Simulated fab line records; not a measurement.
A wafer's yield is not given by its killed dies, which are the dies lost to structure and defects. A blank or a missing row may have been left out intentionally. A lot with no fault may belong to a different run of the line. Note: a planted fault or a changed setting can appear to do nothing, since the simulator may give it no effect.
Which tool did it? / flow n5_finfet / Sampling: 9 lots, 25 wafers, 5 of 1938 route steps

## WHAT EACH GAUGE READ, for each wafer
N5_GATE_CUT_CD_MEAS_13: target cd 20 nm. Usual: 19.98 nm for cd_nm, sd 0.23.
lot=L842; measured=day 5 18:59; on=cd_sem-03; cd_nm (nm)=20.09 20.19; flag=
lot=L843; measured=day 6 00:57; on=cd_sem-03; cd_nm (nm)=20.16 19.85; flag=
lot=L846; measured=day 6 17:39; on=cd_sem-03; cd_nm (nm)=19.85 19.84 20.00; flag=
lot=L852; measured=day 8 06:42; on=cd_sem-01; cd_nm (nm)=20.04 19.84 20.21; flag=
lot=L853; measured=day 8 10:13; on=cd_sem-03; cd_nm (nm)=20.25 19.96 19.81; flag=
lot=L855; measured=day 8 22:29; on=cd_sem-01; cd_nm (nm)=19.54 19.68 19.80; flag=
lot=L856; measured=day 9 14:32; on=cd_sem-03; cd_nm (nm)=20.07 20.34 20.04; flag=
lot=L857; measured=day 10 00:10; on=cd_sem-03; cd_nm (nm)=20.31 19.99 20.08; flag=
lot=L859; measured=day 10 10:48; on=cd_sem-03; cd_nm (nm)=19.79 19.99 20.12; flag=

N5_BEOL_M4_RC_MEAS_101. Usual: DIBL_N 36.6 mV/V, standard deviation 1.3; DIBL_P 36.4 mV/V, standard deviation 1.4; IOFF_N 0.167 nA/um, standard deviation 0.023; IOFF_P 0.219 nA/um, standard deviation 0.029; ION_N 678 uA/um, standard deviation 8.7; ION_P 464 uA/um, standard deviation 6.4; SS_N 71.5 mV/dec, standard deviation 0.53; SS_P 73.4 mV/dec, standard deviation 0.57; VT_N 248.5 mV, standard deviation 2.8; VT_P -249 mV, standard deviation 3.1.
lot=L842; measured=day 9 09:23; on=prober-02; DIBL_N (mV/V)=35.1 36.7; DIBL_P (mV/V)=33.8 35.5; IOFF_N (nA/um)=0.132 0.164; IOFF_P (nA/um)=0.219 0.256; ION_N (uA/um)=673 675; ION_P (uA/um)=475 476; SS_N (mV/dec)=71.4 73.2; SS_P (mV/dec)=72.5 72.3; VT_N (mV)=253.4 249.6; VT_P (mV)=-249 -245; flag=
lot=L843; measured=day 10 10:50; on=prober-02; DIBL_N (mV/V)=37.6 38.4; DIBL_P (mV/V)=36.8 37.3; IOFF_N (nA/um)=0.175 0.176; IOFF_P (nA/um)=0.219 0.224; ION_N (uA/um)=681 684; ION_P (uA/um)=464 466; SS_N (mV/dec)=72.0 72.6; SS_P (mV/dec)=72.9 73.1; VT_N (mV)=247.0 248.2; VT_P (mV)=-248 -246; flag=
lot=L846; measured=day 13 12:19; on=prober-01; DIBL_N (mV/V)=35.0 37.5 36.5; DIBL_P (mV/V)=35.7 38.7 37.6; IOFF_N (nA/um)=0.166 0.216 0.195; IOFF_P (nA/um)=0.218 0.273 0.262; ION_N (uA/um)=672 671 671; ION_P (uA/um)=460 466 469; SS_N (mV/dec)=71.2 71.8 71.5; SS_P (mV/dec)=72.8 73.4 74.1; VT_N (mV)=247.8 248.1 247.5; VT_P (mV)=-251 -248 -249; flag=
lot=L852; measured=day 13 08:50; on=prober-02; DIBL_N (mV/V)=37.3 38.8 37.2; DIBL_P (mV/V)=36.1 38.8 35.9; IOFF_N (nA/um)=0.187 0.219 0.182; IOFF_P (nA/um)=0.241 0.290 0.238; ION_N (uA/um)=675 681 669; ION_P (uA/um)=464 468 459; SS_N (mV/dec)=72.4 72.3 72.7; SS_P (mV/dec)=73.5 75.0 73.2; VT_N (mV)=248.6 245.4 246.7; VT_P (mV)=-245 -244 -246; flag=
lot=L853; measured=day 14 05:10; on=prober-01; DIBL_N (mV/V)=36.7 36.8 35.3; DIBL_P (mV/V)=35.2 37.2 35.2; IOFF_N (nA/um)=0.151 0.157 0.133; IOFF_P (nA/um)=0.167 0.193 0.169; ION_N (uA/um)=675 674 665; ION_P (uA/um)=448 460 453; SS_N (mV/dec)=72.3 71.7 71.6; SS_P (mV/dec)=73.0 73.3 72.5; VT_N (mV)=250.5 248.2 251.8; VT_P (mV)=-255 -254 -252; flag=
lot=L855; measured=day 14 20:09; on=prober-02; DIBL_N (mV/V)=35.9 35.2 36.6; DIBL_P (mV/V)=35.4 35.2 36.0; IOFF_N (nA/um)=0.156 0.148 0.169; IOFF_P (nA/um)=0.219 0.225 0.230; ION_N (uA/um)=675 681 681; ION_P (uA/um)=464 472 466; SS_N (mV/dec)=70.9 70.5 70.9; SS_P (mV/dec)=73.2 73.5 73.4; VT_N (mV)=246.8 249.7 246.5; VT_P (mV)=-250 -248 -248; flag=
lot=L856; measured=day 14 18:17; on=prober-01; DIBL_N (mV/V)=36.4 37.5 37.3; DIBL_P (mV/V)=36.8 38.0 37.8; IOFF_N (nA/um)=0.165 0.173 0.172; IOFF_P (nA/um)=0.212 0.237 0.228; ION_N (uA/um)=667 670 668; ION_P (uA/um)=458 463 461; SS_N (mV/dec)=71.5 71.5 71.3; SS_P (mV/dec)=73.0 73.5 73.2; VT_N (mV)=246.2 247.3 247.1; VT_P (mV)=-250 -248 -251; flag=
lot=L857; measured=day 14 22:31; on=prober-01; DIBL_N (mV/V)=39.3 37.9 37.2; DIBL_P (mV/V)=37.6 37.0 36.2; IOFF_N (nA/um)=0.193 0.165 0.149; IOFF_P (nA/um)=0.207 0.200 0.180; ION_N (uA/um)=689 679 672; ION_P (uA/um)=461 466 456; SS_N (mV/dec)=71.7 71.7 71.6; SS_P (mV/dec)=74.3 73.7 73.5; VT_N (mV)=245.8 249.2 252.1; VT_P (mV)=-252 -253 -255; flag=
lot=L859; measured=day 15 22:28; on=prober-01; DIBL_N (mV/V)=38.3 37.2 37.2; DIBL_P (mV/V)=39.0 36.4 36.5; IOFF_N (nA/um)=0.231 0.193 0.188; IOFF_P (nA/um)=0.281 0.235 0.234; ION_N (uA/um)=704 689 690; ION_P (uA/um)=477 468 468; SS_N (mV/dec)=71.8 71.3 71.6; SS_P (mV/dec)=74.7 74.4 73.3; VT_N (mV)=242.5 245.3 245.2; VT_P (mV)=-245 -249 -250; flag=

## WHAT TOOL EACH LOT RAN ON (gives the tool, then ch and the chambers of the sampled wafers, and finally the start)
lot=L842; N5_GATE_CUT_STRIP_59=rie_diel-03 ch 0,2, day 5 15:42; N5_GATE_CUT_ETCH_36=rie_diel-03 ch 1,2, day 5 19:30; N5_GATE_CUT_ETCH_19=rie_diel-03 ch 1,2, day 5 19:44
lot=L843; N5_GATE_CUT_STRIP_59=rie_diel-02 ch 1,3, day 5 21:32; N5_GATE_CUT_ETCH_36=rie_diel-03 ch 1, day 6 01:08; N5_GATE_CUT_ETCH_19=rie_diel-03 ch 1, day 6 01:22
lot=L846; N5_GATE_CUT_STRIP_59=rie_diel-03 ch 1,2,3, day 6 13:20; N5_GATE_CUT_ETCH_36=rie_diel-02 ch 0,1,3, day 6 17:59; N5_GATE_CUT_ETCH_19=rie_diel-02 ch 0,1,3, day 6 18:13
lot=L852; N5_GATE_CUT_STRIP_59=rie_diel-06 ch 0,1,3, day 8 03:25; N5_GATE_CUT_ETCH_36=rie_diel-03 ch 2,3, day 8 07:07; N5_GATE_CUT_ETCH_19=rie_diel-03 ch 2,3, day 8 07:20
lot=L853; N5_GATE_CUT_STRIP_59=rie_diel-03 ch 0,3, day 8 07:00; N5_GATE_CUT_ETCH_36=rie_diel-03 ch 0,2, day 8 10:23; N5_GATE_CUT_ETCH_19=rie_diel-03 ch 0,2, day 8 10:37
lot=L855; N5_GATE_CUT_STRIP_59=rie_diel-02 ch 0,2,3, day 8 19:20; N5_GATE_CUT_ETCH_36=rie_diel-03 ch 1,3, day 8 22:40; N5_GATE_CUT_ETCH_19=rie_diel-03 ch 1,3, day 8 22:53
lot=L856; N5_GATE_CUT_STRIP_59=rie_diel-06 ch 0,2, day 9 11:22; N5_GATE_CUT_ETCH_36=rie_diel-02 ch 0,1,3, day 9 14:42; N5_GATE_CUT_ETCH_19=rie_diel-02 ch 0,1,3, day 9 14:56
lot=L857; N5_GATE_CUT_STRIP_59=rie_diel-03 ch 0,2,3, day 9 20:53; N5_GATE_CUT_ETCH_36=rie_diel-03 ch 1,2,3, day 10 00:21; N5_GATE_CUT_ETCH_19=rie_diel-03 ch 1,2,3, day 10 00:35
lot=L859; N5_GATE_CUT_STRIP_59=rie_diel-02 ch 0,2, day 10 07:38; N5_GATE_CUT_ETCH_36=rie_diel-03 ch 0,3, day 10 10:59; N5_GATE_CUT_ETCH_19=rie_diel-03 ch 0,3, day 10 11:13
- N5_GATE_CUT_STRIP_59: strips in N2/H2, time 20 s.
- N5_GATE_CUT_ETCH_36: etches SiARC in CF4, target depth 13 nm, time 21.7 s.
- N5_GATE_CUT_ETCH_19: etches SiNx in CH3F/O2, target depth 53.7 nm, time 76.7 s.

## AS READ BY THE TOOLS THEMSELVES (means over the sampled wafers that have a number; for cases with no such wafer, the mark the record gives instead)
N5_GATE_CUT_STRIP_59. Usual: chamber_pressure_mTorr is 99.99 mTorr with standard deviation 0.1, drypump_motor_current_A is 5.6 A with standard deviation 0.46, h2_flow_sccm is 299.8 sccm with standard deviation 0.8, oes_product_au is 0.78 a.u. with standard deviation 0.095, rf_vpp_V is 45.3 V with standard deviation 0.95, showerhead_plenum_p_Torr is 3.36 Torr with standard deviation 0.12, and throttle_valve_pct is 12.26 % with standard deviation 0.3.
lot=L842; tool=rie_diel-03; chamber_pressure_mTorr (mTorr)=99.91; drypump_motor_current_A (A)=5.0; h2_flow_sccm (sccm)=300.5; oes_product_au (a.u.)=0.80; rf_vpp_V (V)=46.3; showerhead_plenum_p_Torr (Torr)=3.26; throttle_valve_pct (%)=12.15; flag=
lot=L843; tool=rie_diel-02; chamber_pressure_mTorr (mTorr)=100.06; drypump_motor_current_A (A)=6.0; h2_flow_sccm (sccm)=299.8; oes_product_au (a.u.)=0.89; rf_vpp_V (V)=45.2; showerhead_plenum_p_Torr (Torr)=3.37; throttle_valve_pct (%)=12.12; flag=
lot=L846; tool=rie_diel-03; chamber_pressure_mTorr (mTorr)=99.83; drypump_motor_current_A (A)=5.7; h2_flow_sccm (sccm)=300.3; oes_product_au (a.u.)=0.80; rf_vpp_V (V)=46.0; showerhead_plenum_p_Torr (Torr)=3.43; throttle_valve_pct (%)=12.27; flag=
lot=L852; tool=rie_diel-06; chamber_pressure_mTorr (mTorr)=100.03; drypump_motor_current_A (A)=5.4; h2_flow_sccm (sccm)=299.3; oes_product_au (a.u.)=0.79; rf_vpp_V (V)=45.5; showerhead_plenum_p_Torr (Torr)=3.38; throttle_valve_pct (%)=12.32; flag=
lot=L853; tool=rie_diel-03; chamber_pressure_mTorr (mTorr)=99.92; drypump_motor_current_A (A)=5.0; h2_flow_sccm (sccm)=299.7; oes_product_au (a.u.)=0.88; rf_vpp_V (V)=45.3; showerhead_plenum_p_Torr (Torr)=3.40; throttle_valve_pct (%)=11.87; flag=
lot=L855; tool=rie_diel-02; chamber_pressure_mTorr (mTorr)=100.07; drypump_motor_current_A (A)=5.9; h2_flow_sccm (sccm)=300.0; oes_product_au (a.u.)=0.81; rf_vpp_V (V)=45.7; showerhead_plenum_p_Torr (Torr)=3.36; throttle_valve_pct (%)=12.19; flag=
lot=L856; tool=rie_diel-06; chamber_pressure_mTorr (mTorr)=100.06; drypump_motor_current_A (A)=6.0; h2_flow_sccm (sccm)=299.9; oes_product_au (a.u.)=0.80; rf_vpp_V (V)=45.3; showerhead_plenum_p_Torr (Torr)=3.26; throttle_valve_pct (%)=12.01; flag=
lot=L857; tool=rie_diel-03; chamber_pressure_mTorr (mTorr)=100.03; drypump_motor_current_A (A)=5.2; h2_flow_sccm (sccm)=299.7; oes_product_au (a.u.)=0.82; rf_vpp_V (V)=45.2; showerhead_plenum_p_Torr (Torr)=3.36; throttle_valve_pct (%)=12.10; flag=
lot=L859; tool=rie_diel-02; chamber_pressure_mTorr (mTorr)=100.07; drypump_motor_current_A (A)=5.9; h2_flow_sccm (sccm)=299.7; oes_product_au (a.u.)=0.78; rf_vpp_V (V)=45.1; showerhead_plenum_p_Torr (Torr)=3.43; throttle_valve_pct (%)=12.16; flag=

N5_GATE_CUT_ETCH_36. Usual: chamber_pressure_mTorr is 40.00 mTorr with standard deviation 0.036, drypump_motor_current_A is 5.5 A with standard deviation 0.49, etch_rf_on_time_s is 21.8 s with standard deviation 0.41, oes_product_au is 0.67 a.u. with standard deviation 0.076, rf_vpp_V is 184.0 V with standard deviation 1.3, showerhead_plenum_p_Torr is 2.13 Torr with standard deviation 0.075, and throttle_valve_pct is 15.65 % with standard deviation 0.24.
lot=L842; tool=rie_diel-03; chamber_pressure_mTorr (mTorr)=40.02; drypump_motor_current_A (A)=5.7; etch_rf_on_time_s (s)=28.1; oes_product_au (a.u.)=0.55; rf_vpp_V (V)=183.8; showerhead_plenum_p_Torr (Torr)=2.12; throttle_valve_pct (%)=15.75; flag=OFF
lot=L843; tool=rie_diel-03; chamber_pressure_mTorr (mTorr)=39.98; drypump_motor_current_A (A)=6.0; etch_rf_on_time_s (s)=27.6; oes_product_au (a.u.)=0.56; rf_vpp_V (V)=183.8; showerhead_plenum_p_Torr (Torr)=2.21; throttle_valve_pct (%)=15.71; flag=OFF
lot=L846; tool=rie_diel-02; chamber_pressure_mTorr (mTorr)=40.00; drypump_motor_current_A (A)=5.9; etch_rf_on_time_s (s)=21.7; oes_product_au (a.u.)=0.77; rf_vpp_V (V)=185.1; showerhead_plenum_p_Torr (Torr)=2.13; throttle_valve_pct (%)=15.52; flag=
lot=L852; tool=rie_diel-03; chamber_pressure_mTorr (mTorr)=39.99; drypump_motor_current_A (A)=5.4; etch_rf_on_time_s (s)=22.2; oes_product_au (a.u.)=0.66; rf_vpp_V (V)=183.2; showerhead_plenum_p_Torr (Torr)=2.10; throttle_valve_pct (%)=15.67; flag=
lot=L853; tool=rie_diel-03; chamber_pressure_mTorr (mTorr)=39.97; drypump_motor_current_A (A)=5.1; etch_rf_on_time_s (s)=22.5; oes_product_au (a.u.)=0.64; rf_vpp_V (V)=183.3; showerhead_plenum_p_Torr (Torr)=2.05; throttle_valve_pct (%)=15.70; flag=
lot=L855; tool=rie_diel-03; chamber_pressure_mTorr (mTorr)=40.01; drypump_motor_current_A (A)=5.9; etch_rf_on_time_s (s)=21.6; oes_product_au (a.u.)=0.67; rf_vpp_V (V)=185.0; showerhead_plenum_p_Torr (Torr)=2.22; throttle_valve_pct (%)=15.61; flag=
lot=L856; tool=rie_diel-02; chamber_pressure_mTorr (mTorr)=39.97; drypump_motor_current_A (A)=5.9; etch_rf_on_time_s (s)=21.6; oes_product_au (a.u.)=0.74; rf_vpp_V (V)=184.6; showerhead_plenum_p_Torr (Torr)=2.12; throttle_valve_pct (%)=15.57; flag=
lot=L857; tool=rie_diel-03; chamber_pressure_mTorr (mTorr)=39.96; drypump_motor_current_A (A)=5.6; etch_rf_on_time_s (s)=21.7; oes_product_au (a.u.)=0.66; rf_vpp_V (V)=183.8; showerhead_plenum_p_Torr (Torr)=2.16; throttle_valve_pct (%)=15.66; flag=
lot=L859; tool=rie_diel-03; chamber_pressure_mTorr (mTorr)=40.00; drypump_motor_current_A (A)=5.0; etch_rf_on_time_s (s)=22.0; oes_product_au (a.u.)=0.72; rf_vpp_V (V)=184.3; showerhead_plenum_p_Torr (Torr)=2.16; throttle_valve_pct (%)=15.42; flag=

N5_GATE_CUT_ETCH_19. Usual: chamber_pressure_mTorr is 30.004 mTorr with standard deviation 0.029, drypump_motor_current_A is 5.5 A with standard deviation 0.48, etch_rf_on_time_s is 77.3 s with standard deviation 0.96, oes_product_au is 0.67 a.u. with standard deviation 0.076, rf_vpp_V is 297.1 V with standard deviation 2.6, showerhead_plenum_p_Torr is 1.99 Torr with standard deviation 0.073, and throttle_valve_pct is 16.39 % with standard deviation 0.23.
lot=L842; tool=rie_diel-03; chamber_pressure_mTorr (mTorr)=29.955; drypump_motor_current_A (A)=5.7; etch_rf_on_time_s (s)=77.8; oes_product_au (a.u.)=0.61; rf_vpp_V (V)=298.4; showerhead_plenum_p_Torr (Torr)=1.98; throttle_valve_pct (%)=16.50; flag=
lot=L843; tool=rie_diel-03; chamber_pressure_mTorr (mTorr)=29.998; drypump_motor_current_A (A)=6.0; etch_rf_on_time_s (s)=75.4; oes_product_au (a.u.)=0.62; rf_vpp_V (V)=299.4; showerhead_plenum_p_Torr (Torr)=2.07; throttle_valve_pct (%)=16.46; flag=
lot=L846; tool=rie_diel-02; chamber_pressure_mTorr (mTorr)=30.012; drypump_motor_current_A (A)=6.0; etch_rf_on_time_s (s)=76.9; oes_product_au (a.u.)=0.76; rf_vpp_V (V)=294.3; showerhead_plenum_p_Torr (Torr)=1.99; throttle_valve_pct (%)=16.29; flag=
lot=L852; tool=rie_diel-03; chamber_pressure_mTorr (mTorr)=30.005; drypump_motor_current_A (A)=5.4; etch_rf_on_time_s (s)=79.4; oes_product_au (a.u.)=0.66; rf_vpp_V (V)=297.7; showerhead_plenum_p_Torr (Torr)=1.97; throttle_valve_pct (%)=16.41; flag=
lot=L853; tool=rie_diel-03; chamber_pressure_mTorr (mTorr)=30.015; drypump_motor_current_A (A)=5.1; etch_rf_on_time_s (s)=78.7; oes_product_au (a.u.)=0.64; rf_vpp_V (V)=296.2; showerhead_plenum_p_Torr (Torr)=1.91; throttle_valve_pct (%)=16.43; flag=
lot=L855; tool=rie_diel-03; chamber_pressure_mTorr (mTorr)=29.984; drypump_motor_current_A (A)=5.8; etch_rf_on_time_s (s)=76.4; oes_product_au (a.u.)=0.67; rf_vpp_V (V)=300.5; showerhead_plenum_p_Torr (Torr)=2.08; throttle_valve_pct (%)=16.36; flag=
lot=L856; tool=rie_diel-02; chamber_pressure_mTorr (mTorr)=29.977; drypump_motor_current_A (A)=5.9; etch_rf_on_time_s (s)=76.8; oes_product_au (a.u.)=0.74; rf_vpp_V (V)=293.6; showerhead_plenum_p_Torr (Torr)=1.98; throttle_valve_pct (%)=16.33; flag=
lot=L857; tool=rie_diel-03; chamber_pressure_mTorr (mTorr)=29.989; drypump_motor_current_A (A)=5.6; etch_rf_on_time_s (s)=77.7; oes_product_au (a.u.)=0.65; rf_vpp_V (V)=298.7; showerhead_plenum_p_Torr (Torr)=2.02; throttle_valve_pct (%)=16.40; flag=
lot=L859; tool=rie_diel-03; chamber_pressure_mTorr (mTorr)=30.016; drypump_motor_current_A (A)=5.0; etch_rf_on_time_s (s)=78.2; oes_product_au (a.u.)=0.72; rf_vpp_V (V)=297.4; showerhead_plenum_p_Torr (Torr)=2.01; throttle_valve_pct (%)=16.14; flag=

## THE ANSWER, worked out from the rows above alone
Rule: lot off if the mean of its wafers having a number is beyond 3 standard deviations from the usual mean. Also off: a lot with no number at a reading for which 4 or more lots have one. All remaining lots with rows at the step are treated as sound. After the gauges, taken in route order, come the tools' own readings; for these a lot's mean is taken, as printed above. The first step at which some lot is off is used, and at that step the reading that is off furthest; a lot without a number counts as furthest.
Off at N5_GATE_CUT_ETCH_36 (etch_rf_on_time_s): L842, L843.
A tool fits if, at that step or a process step before it, it ran every lot that is off, and no sound lot after the first of them. Of those tried, none fits.

## WHAT WAS PUT IN BY THE SIMULATOR
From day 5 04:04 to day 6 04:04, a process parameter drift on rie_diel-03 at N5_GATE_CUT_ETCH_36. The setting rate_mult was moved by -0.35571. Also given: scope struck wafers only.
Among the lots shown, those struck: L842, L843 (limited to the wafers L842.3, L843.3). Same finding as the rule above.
